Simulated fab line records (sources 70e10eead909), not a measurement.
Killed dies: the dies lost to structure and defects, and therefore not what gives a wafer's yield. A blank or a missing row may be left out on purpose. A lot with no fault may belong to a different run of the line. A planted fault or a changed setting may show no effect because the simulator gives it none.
Comparing a struck lot with a sound one | flow nand harc | 22 out of 1302 route steps
Sound: the wafers L488.1, L488.5, L488.6. Wafers struck: L509.2, L509.5, L509.6. Last of all comes the cause.
Each step with rows lists, per side, the tool, then ch with its chambers, then its first start. Under that, the readings that differ: sound wafers | struck wafers | difference of the means | sigmas: that difference in standard deviations of wafers without a fault.
alike: readings with means less than 2 such deviations apart, plus words and numbers identical on both sides. not compared: withheld readings, readings lacking a value on some wafer, bounds such as >300 that could conceal the same value, and numbers that have no deviation in the record and whose values overlap.
Wherever a step has rows on one side only, a row that says differs or no value, or a row with sigmas, the two part there. Numbers that don't overlap but have no deviation are shown without sigmas and don't part them. A reading missing from all wafers of one side parts the sides only when that side holds two or more wafers.

NHARC_P_CONTACT_CMP_24: polishes, t overpolish 30 s, target thk 200 nm.
  sound on cmp-02 ch 0,1,3, day 6 03:13; struck on cmp-04 ch 1,2,3, day 14 15:49
  alike: motor current A, overpolish run s, retaining ring pressure frac, time to endpoint s
next, for these wafers, 1 step has no rows: NHARC_P_CONTACT_SRD_26.
NHARC_P_CONTACT_INSPECT_27:
  sound on defect inspect-02, day 6 03:34; struck on defect inspect-02, day 14 16:11
  alike: raw defect count
then, 8 steps without rows for these wafers: NHARC_P_M0_DEP_00 (deposits SiOC, target thk 150 nm); NHARC_P_M0_DEHYDRATE_01 (time 120 s); NHARC_P_M0_HMDS_02 (time 30 s); NHARC_P_M0_COAT_33 (time 65 s); NHARC_P_M0_COAT_03 (resist thk 90 nm); NHARC_P_M0_SOFTBAKE_04 (time 55 s); NHARC_P_M0_EBR_05; NHARC_P_M0_EXPOSE_06 (exposes mask P M0, target cd 90 nm).
NHARC_P_M0_PEB_07: peb time 65 s.
  sound on litho track-06 ch 0, day 6 04:23; struck on litho track-01 ch 0, day 14 17:02
  reading                  | sound             | struck            | difference | sigmas
  heater power total W (W) | 157.2 157.1 157.1 | 152.7 152.9 153.1 | -4.2       | -10
  plate temp C (C)         | 99.97 99.83 99.84 | 97.95 97.89 97.89 | -1.97      | -14
then, 1 step without rows for these wafers: NHARC_P_M0_DEVELOP_08 (develop time 35 s).
NHARC_P_M0_CD_MEAS_09: target cd 90 nm.
  sound on cd sem-01 ch 0, day 6 04:28; struck on cd sem-01 ch 0, day 14 17:07
  reading    | sound          | struck         | difference | sigmas
  cd nm (nm) | 88.3 89.8 88.5 | 81.9 82.9 82.9 | -6.3       | -9
NHARC_P_M0_OVL_MEAS_10: pitch 180 nm.
  sound on overlay-02, day 6 04:34; struck on overlay-01, day 14 17:12
  alike: overlay x nm, overlay y nm
NHARC_P_M0_INSPECT_11:
  sound on defect inspect-02, day 6 04:35; struck on defect inspect-02, day 14 17:14
  alike: raw defect count
NHARC_P_M0_DESCUM_14: chemistry O2, time 3 s.
  sound on rie diel-09 ch 0,3, day 6 04:39; struck on rie diel-09 ch 0,2, day 14 17:31
  reading               | sound             | struck            | difference | sigmas
  model.P_M0.cd nm (nm) | 88.44 89.55 88.45 | 81.91 83.28 82.83 | -6.14      |
  alike: drypump motor current A, oes product au, rf vpp V, showerhead plenum p Torr, throttle valve pct
  not compared: rf hours counter h
NHARC_P_M0_ETCH_34: etches the open film in N2/H2, target depth 40 nm, overetch 12 nm, time 43.94 s.
  sound on rie diel-09 ch 2,3, day 6 04:44; struck on rie diel-09 ch 0,3, day 14 17:44
  alike: drypump motor current A, n2 flow sccm, oes product au, rf vpp V, showerhead plenum p Torr, throttle valve pct
  not compared: rf hours counter h
NHARC_P_M0_ETCH_15: etches the open film in C4F8/Ar, target depth 150 nm, overetch 15 nm, time 82.5 s.
  sound on rie diel-09 ch 0,1; struck on rie diel-09 ch 0,2,3
  reading               | sound             | struck           | difference | sigmas
  model.P_M0.cd nm (nm) | 88.64 90.11 89.01 | 81.79 82.9 82.67 | -6.80      |
  alike: oes product au, rf vpp V
  not compared: rf hours counter h
NHARC_P_M0_CD_MEAS_16:
  sound on cd sem-02, day 6 04:57; struck on cd sem-02, day 14 18:08
  reading    | sound          | struck         | difference | sigmas
  cd nm (nm) | 88.9 90.4 88.9 | 81.7 82.7 82.6 | -7.1       | -6
NHARC_P_M0_STRIP_18: strips in N2/H2.
  sound on rie diel-09 ch 2,3, day 6 05:03; struck on rie diel-09 ch 0,2,3, day 14 18:32
  alike: drypump motor current A, n2 flow sccm, oes product au, rf vpp V, showerhead plenum p Torr, throttle valve pct
  not compared: rf hours counter h
-- the record jumps here: 19 days lie between the struck wafers' starts before and after (it left off in module P_M0 and takes up again in module END, whose first step shown is number 1302 of the route) --
NHARC_END_SORT_01:
  only the struck wafers appear in the record here, on prober-01 ch 0 at day 33 06:59; the sound ones have no rows

== WHERE THEY PART ==
Earliest at NHARC_P_M0_PEB_07; latest, in this record, at NHARC_END_SORT_01.

WHY: what had been put in by the simulator
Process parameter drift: litho track-01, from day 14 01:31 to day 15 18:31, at NHARC_P_M0_PEB_07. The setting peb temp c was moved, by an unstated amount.
